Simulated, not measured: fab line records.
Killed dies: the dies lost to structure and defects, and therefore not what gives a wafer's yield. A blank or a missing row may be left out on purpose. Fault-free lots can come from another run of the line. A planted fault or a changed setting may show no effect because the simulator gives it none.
Which tool is to blame? + flow n5-finfet + Sampling: 11 lots, 31 wafers, 4 of 1938 route steps

WHAT EACH GAUGE READ, for each wafer
No reading from a measuring or inspecting step in the record can be judged against a usual standard deviation.

WHICH TOOL RAN EACH LOT (tool, then ch and the chambers of the sampled wafers, then the start)
| lot  | N5_BEOL_M8_STRIP_80                           | N5_BEOL_M8_CURE_75            | N5_BEOL_M8_DEGAS_44          | N5_BEOL_M8_ALD_77                   |
|------|-----------------------------------------------|-------------------------------|------------------------------|-------------------------------------|
| L714 | rie-diel-06 ch 0,1,3, day 9 23:26 or earlier  | uv-cure-02 ch 2, day 9 23:26  | pvd-sputter-02, day 9 23:51  | ald-metal-02 ch 1,2, day 9 23:58    |
| L716 | rie-diel-04 ch 0,1,3, day 10 03:51 or earlier | uv-cure-01 ch 2, day 10 03:51 | pvd-sputter-03, day 10 04:28 | ald-metal-04 ch 1,2, day 10 04:37   |
| L715 | rie-diel-04 ch 0,2,3, day 10 06:38 or earlier | uv-cure-01 ch 0, day 10 06:38 | pvd-sputter-03, day 10 09:23 | ald-metal-02 ch 0,1,3, day 10 09:29 |
| L718 | rie-diel-01 ch 0,2,3, day 11 12:31 or earlier | uv-cure-02 ch 1, day 11 12:31 | pvd-sputter-01, day 11 13:17 | ald-metal-01 ch 1,3, day 11 13:23   |
| L719 | rie-diel-04 ch 1,3, day 11 12:57 or earlier   | uv-cure-02 ch 0, day 11 12:57 | pvd-sputter-01, day 11 13:38 | ald-metal-01 ch 0,1,2, day 11 13:44 |
| L721 | rie-diel-06 ch 1,2,3, day 11 19:23 or earlier | uv-cure-01 ch 2, day 11 19:23 | pvd-sputter-01, day 11 20:38 | ald-metal-04 ch 0,3, day 11 20:56   |
| L722 | rie-diel-04 ch 0,2,3, day 11 23:19 or earlier | uv-cure-02 ch 0, day 11 23:19 | pvd-sputter-02, day 12 00:25 | ald-metal-01 ch 2,3, day 12 00:32   |
| L726 | rie-diel-01 ch 0,1,3, day 13 11:02 or earlier | uv-cure-03 ch 0, day 13 11:02 | pvd-sputter-01, day 13 11:34 | ald-metal-04 ch 0,2, day 13 11:46   |
| L733 | rie-diel-01 ch 0,3, day 14 13:04 or earlier   | uv-cure-01 ch 1, day 14 13:04 | pvd-sputter-01, day 14 13:20 | ald-metal-02 ch 2,3, day 14 13:39   |
| L731 | rie-diel-04 ch 3, day 14 13:00 or earlier     | uv-cure-02 ch 0, day 14 13:00 | pvd-sputter-02, day 14 13:31 | ald-metal-01 ch 0,1, day 14 13:37   |
| L734 | rie-diel-04 ch 0,1, day 14 20:39 or earlier   | uv-cure-03 ch 0, day 14 20:39 | pvd-sputter-01, day 14 20:58 | ald-metal-02 ch 0,1, day 14 21:06   |
- N5_BEOL_M8_STRIP_80: strips in N2/H2, time 10 s.
- N5_BEOL_M8_CURE_75: cures SiCOH lowk, time 120 s.
- N5_BEOL_M8_DEGAS_44: time 60 s.
- N5_BEOL_M8_ALD_77: deposits TaN, target thk 2 nm, pulse time 2 s, purge time 3 s.

WHAT THE TOOLS THEMSELVES READ (means of the sampled wafers that have a number; where no wafer has one, the mark that the record gives instead)
N5_BEOL_M8_STRIP_80. Usual: drypump-motor-current-A 5.8 A, standard deviation 0.35; n2-flow-sccm 200.0 sccm, standard deviation 0.65; oes-product-au 0.77 a.u., standard deviation 0.082; rf-vpp-V 59.2 V, standard deviation 0.83; showerhead-plenum-p-Torr 2.53 Torr, standard deviation 0.099; throttle-valve-pct 23.64 %, standard deviation 0.17.
| lot  | tool        | drypump-motor-current-A (A) | n2-flow-sccm (sccm) | oes-product-au (a.u.) | rf-vpp-V (V) | showerhead-plenum-p-Torr (Torr) | throttle-valve-pct (%) | flag |
|------|-------------|-----------------------------|---------------------|-----------------------|--------------|---------------------------------|------------------------|------|
| L714 | rie-diel-06 | 5.9                         | 199.7               | 0.82                  | 59.7         | 2.55                            | 23.61                  |      |
| L716 | rie-diel-04 | 5.8                         | 200.1               | 0.72                  | 58.3         | 2.49                            | 23.61                  |      |
| L715 | rie-diel-04 | 5.8                         | 200.1               | 0.72                  | 58.8         | 2.46                            | 23.59                  |      |
| L718 | rie-diel-01 | 5.7                         | 198.9               | 0.86                  | 59.9         | 2.61                            | 23.63                  |      |
| L719 | rie-diel-04 | 5.7                         | 200.5               | 0.70                  | 59.5         | 2.54                            | 23.75                  |      |
| L721 | rie-diel-06 | 5.7                         | 199.9               | 0.84                  | 59.2         | 2.60                            | 23.49                  |      |
| L722 | rie-diel-04 | 5.8                         | 199.9               | 0.71                  | 60.0         | 2.45                            | 23.61                  |      |
| L726 | rie-diel-01 | 5.8                         | 199.9               | 0.78                  | 58.8         | 2.58                            | 23.72                  |      |
| L733 | rie-diel-01 | 6.0                         | 200.1               | 0.80                  | 59.0         | 2.62                            | 23.61                  |      |
| L731 | rie-diel-04 | 6.1                         | 200.4               | 0.70                  | 58.4         | 2.40                            | 23.54                  |      |
| L734 | rie-diel-04 | 5.8                         | 200.2               | 0.77                  | 59.2         | 2.48                            | 23.58                  |      |

N5_BEOL_M8_CURE_75. Usual: lamp-power-pct 52.31 %, standard deviation 0.059; wafer_temp_C_max 371.5, standard deviation 0.56.
| lot  | tool       | lamp-power-pct (%) | wafer_temp_C_max | flag |
|------|------------|--------------------|------------------|------|
| L714 | uv-cure-02 | 52.31              | 372.2            |      |
| L716 | uv-cure-01 | 52.29              | 371.1            |      |
| L715 | uv-cure-01 | 52.33              | 372.8            |      |
| L718 | uv-cure-02 | 52.34              | 371.5            |      |
| L719 | uv-cure-02 | 52.35              | 371.2            |      |
| L721 | uv-cure-01 | 52.27              | 371.1            |      |
| L722 | uv-cure-02 | 52.30              | 371.0            |      |
| L726 | uv-cure-03 | 52.32              | 371.1            |      |
| L733 | uv-cure-01 | 52.36              | 371.4            |      |
| L731 | uv-cure-02 | 52.27              | 370.6            |      |
| L734 | uv-cure-03 | 52.24              | 371.9            |      |

N5_BEOL_M8_DEGAS_44. Usual: heater-power-w 326 W, standard deviation 31; susceptor-temp-C 249.96 C, standard deviation 0.17.
| lot  | tool           | heater-power-w (W) | susceptor-temp-C (C) | flag |
|------|----------------|--------------------|----------------------|------|
| L714 | pvd-sputter-02 | 295                | 250.12               |      |
| L716 | pvd-sputter-03 | 357                | 249.99               |      |
| L715 | pvd-sputter-03 | 319                | 249.86               |      |
| L718 | pvd-sputter-01 | 322                | 249.97               |      |
| L719 | pvd-sputter-01 | 313                | 249.79               |      |
| L721 | pvd-sputter-01 | 320                | 250.00               |      |
| L722 | pvd-sputter-02 | 302                | 250.05               |      |
| L726 | pvd-sputter-01 | 319                | 250.08               |      |
| L733 | pvd-sputter-01 | 342                | 249.78               |      |
| L731 | pvd-sputter-02 | 294                | 250.11               |      |
| L734 | pvd-sputter-01 | 309                | 249.85               |      |

N5_BEOL_M8_ALD_77. Usual: heater-power-w 418 W, standard deviation 43; susceptor-temp-C 274.98 C, standard deviation 0.19.
| lot  | tool         | heater-power-w (W) | susceptor-temp-C (C) | flag |
|------|--------------|--------------------|----------------------|------|
| L714 | ald-metal-02 | 474                | 274.86               |      |
| L716 | ald-metal-04 | 394                | 274.98               |      |
| L715 | ald-metal-02 | 442                | 275.06               |      |
| L718 | ald-metal-01 | 435                | 275.05               |      |
| L719 | ald-metal-01 | 417                | 274.90               |      |
| L721 | ald-metal-04 | 352                | 274.84               |      |
| L722 | ald-metal-01 | 437                | 275.31               |      |
| L726 | ald-metal-04 | 380                | 274.90               |      |
| L733 | ald-metal-02 | 469                | 275.03               |      |
| L731 | ald-metal-01 | 406                | 274.75               |      |
| L734 | ald-metal-02 | 430                | 275.02               |      |

THE ANSWER, worked out from the rows above alone
Rule: lot off if the mean of its wafers having a number is beyond 3 standard deviations from the usual mean. A lot without any number at a reading at which 4 lots or more have one is off too. The other lots that the step has rows for count as sound. After the gauges, taken in route order, come the tools' own readings; for these a lot's mean is taken, as printed above. The first step at which some lot is off is used, and at that step the reading that is off furthest; a lot without a number counts as furthest.
Nothing can be told from this: no lot is off at any reading shown.

WHAT HAD BEEN PUT IN BY THE SIMULATOR
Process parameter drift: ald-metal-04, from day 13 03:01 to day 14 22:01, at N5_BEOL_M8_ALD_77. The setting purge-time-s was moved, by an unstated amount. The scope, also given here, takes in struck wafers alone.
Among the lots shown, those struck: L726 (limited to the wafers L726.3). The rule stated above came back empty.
